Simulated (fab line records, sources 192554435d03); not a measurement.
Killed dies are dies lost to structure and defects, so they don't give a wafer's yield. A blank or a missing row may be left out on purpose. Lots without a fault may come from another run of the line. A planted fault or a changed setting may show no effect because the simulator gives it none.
Which tool did it? | flow n5_finfet | 12 lots, 36 wafers sampled, at 4 steps of a route of 1938

WHAT THE GAUGES READ, wafer by wafer
N5_BEOL_M15_RS_MEAS_54: measures by four-point-probe. Usual: M15_RS 0.0216 ohm/sq, standard deviation 0.00033.
lot  | measured     | on            | M15_RS (ohm/sq)      | flag
L541 | day 11 20:12 | film_metro-02 | 0.0216 0.0209 0.0209 |
L544 | day 11 22:08 | film_metro-01 | 0.0220 0.0215 0.0221 |
L546 | day 13 04:15 | film_metro-02 | 0.0211 0.0213 0.0217 |
L548 | day 13 04:08 | film_metro-01 | 0.0215 0.0220 0.0209 |
L549 | day 13 10:40 | film_metro-02 | 0.0212 0.0217 0.0213 |
L550 | day 14 03:34 | film_metro-01 | 0.0222 0.0213 0.0221 |
L551 | day 14 01:55 | film_metro-01 | 0.0217 0.0212 0.0218 |
L553 | day 14 13:10 | film_metro-01 | 0.0216 0.0222 0.0220 |
L554 | day 15 04:31 | film_metro-01 | 0.0214 0.0214 0.0220 |
L555 | day 15 03:48 | film_metro-01 | 0.0214 0.0216 0.0221 |
L561 | day 16 15:44 | film_metro-02 | 0.0213 0.0220 0.0215 |
L562 | day 16 16:10 | film_metro-01 | 0.0217 0.0215 0.0218 |

N5_MIM_TOP_LITHO_CD_MEAS_08: target cd 2000 nm. Usual: cd_nm 1998.9 nm, standard deviation 1.5.
lot  | measured     | on        | cd_nm (nm)           | flag
L541 | day 11 23:31 | cd_sem-02 | 1998.6 1998.8 1997.8 |
L544 | day 12 03:46 | cd_sem-03 | 2000.2 1999.5 1998.9 |
L546 | day 13 09:06 | cd_sem-03 | 1999.9 1998.6 1998.8 |
L548 | day 13 06:58 | cd_sem-02 | 1998.7 1997.4 1999.1 |
L549 | day 13 14:22 | cd_sem-01 | 1999.5 1998.9 1999.3 |
L550 | day 14 10:14 | cd_sem-03 | 1997.2 1997.8 1996.8 |
L551 | day 14 04:05 | cd_sem-02 | 1996.7 1996.7 1996.3 |
L553 | day 14 17:37 | cd_sem-02 | 2000.2 2000.6 1998.5 |
L554 | day 15 07:49 | cd_sem-02 | 2000.1 1997.9 1998.7 |
L555 | day 15 07:35 | cd_sem-02 | 2000.0 1998.6 1999.3 |
L561 | day 16 18:34 | cd_sem-03 | 1999.5 1999.2 2000.1 |
L562 | day 16 19:20 | cd_sem-02 | 1998.0 1998.7 1997.5 |

WHICH TOOL RAN EACH LOT (tool, then ch and the chambers of the sampled wafers, then the start)
lot  | N5_BEOL_M1_SPUTTER_92        | N5_BEOL_M15_SPUTTER_44
L541 | pvd_sputter-03, day 7 00:37  | pvd_sputter-02, day 11 19:02
L544 | pvd_sputter-02, day 7 12:50  | pvd_sputter-03, day 11 20:58
L546 | pvd_sputter-02, day 8 03:59  | pvd_sputter-03, day 13 03:03
L548 | pvd_sputter-02, day 8 08:13  | pvd_sputter-01, day 13 02:58
L549 | pvd_sputter-02, day 8 12:31  | pvd_sputter-01, day 13 09:31
L550 | pvd_sputter-03, day 8 22:16  | pvd_sputter-03, day 14 02:15
L551 | pvd_sputter-02, day 9 05:27  | pvd_sputter-01, day 14 00:44
L553 | pvd_sputter-02, day 9 16:49  | pvd_sputter-02, day 14 10:56
L554 | pvd_sputter-02, day 10 01:30 | pvd_sputter-03, day 15 03:19
L555 | pvd_sputter-01, day 10 05:41 | pvd_sputter-02, day 15 02:37
L561 | pvd_sputter-03, day 11 10:20 | pvd_sputter-01, day 16 14:29
L562 | pvd_sputter-01, day 11 21:35 | pvd_sputter-01, day 16 15:01
- N5_BEOL_M1_SPUTTER_92: material Cu, target thk 4.5 nm, time 8.29 s.
- N5_BEOL_M15_SPUTTER_44: material Ta, target thk 15 nm, time 24.19 s.

WHAT THE TOOLS THEMSELVES READ (means of the sampled wafers that have a number; where no wafer has one, the mark that the record gives instead)
N5_BEOL_M1_SPUTTER_92. Usual: chuck_gas_flow_sccm 1.26 sccm, standard deviation 0.056; substrate_temp_c -20.01 C, standard deviation 0.1; throttle_valve_pct 29.9 %, standard deviation 1.3.
lot  | tool           | chuck_gas_flow_sccm (sccm) | substrate_temp_c (C) | throttle_valve_pct (%) | flag
L541 | pvd_sputter-03 | 1.26                       | -20.06               | 30.3                   |
L544 | pvd_sputter-02 | 1.23                       | -20.05               | 29.8                   |
L546 | pvd_sputter-02 | 1.26                       | -20.02               | 29.8                   |
L548 | pvd_sputter-02 | 1.28                       | -19.92               | 30.4                   |
L549 | pvd_sputter-02 | 1.22                       | -20.05               | 29.7                   |
L550 | pvd_sputter-03 | 1.24                       | -20.02               | 31.0                   |
L551 | pvd_sputter-02 | 1.29                       | -20.05               | 30.5                   |
L553 | pvd_sputter-02 | 1.23                       | -20.07               | 30.1                   |
L554 | pvd_sputter-02 | 1.20                       | -19.97               | 30.4                   |
L555 | pvd_sputter-01 | 1.31                       | -20.05               | 27.9                   |
L561 | pvd_sputter-03 | 1.26                       | -20.02               | 30.8                   |
L562 | pvd_sputter-01 | 1.28                       | -20.03               | 30.1                   |

N5_BEOL_M15_SPUTTER_44. Usual: substrate_temp_c 49.98 C, standard deviation 0.12; throttle_valve_pct 29.8 %, standard deviation 1.3.
lot  | tool           | substrate_temp_c (C) | throttle_valve_pct (%) | flag
L541 | pvd_sputter-02 | 49.89                | 30.2                   |
L544 | pvd_sputter-03 | 50.03                | 30.5                   |
L546 | pvd_sputter-03 | 50.00                | 30.9                   |
L548 | pvd_sputter-01 | 50.01                | 28.0                   |
L549 | pvd_sputter-01 | 50.09                | 29.1                   |
L550 | pvd_sputter-03 | 49.98                | 30.4                   |
L551 | pvd_sputter-01 | 50.00                | 29.0                   |
L553 | pvd_sputter-02 | 49.92                | 30.3                   |
L554 | pvd_sputter-03 | 50.02                | 30.7                   |
L555 | pvd_sputter-02 | 49.86                | 30.7                   |
L561 | pvd_sputter-01 | 49.99                | 29.2                   |
L562 | pvd_sputter-01 | 49.86                | 28.8                   |

THE ANSWER, worked out from the rows above alone
Rule: a lot is off if the mean of its wafers that have a number lies more than 3 standard deviations from the usual mean. A lot without any number at a reading at which 4 lots or more have one is off too. The other lots that the step has rows for count as sound. The gauges are gone through in route order, then the tools' own readings, and for those a lot's mean is taken as printed above. The first step at which some lot is off is used, and at that step the reading that is off furthest; a lot without a number counts as furthest.
No lot is off at any reading shown: from this, nothing can be told.

WHAT THE SIMULATOR HAD PUT IN
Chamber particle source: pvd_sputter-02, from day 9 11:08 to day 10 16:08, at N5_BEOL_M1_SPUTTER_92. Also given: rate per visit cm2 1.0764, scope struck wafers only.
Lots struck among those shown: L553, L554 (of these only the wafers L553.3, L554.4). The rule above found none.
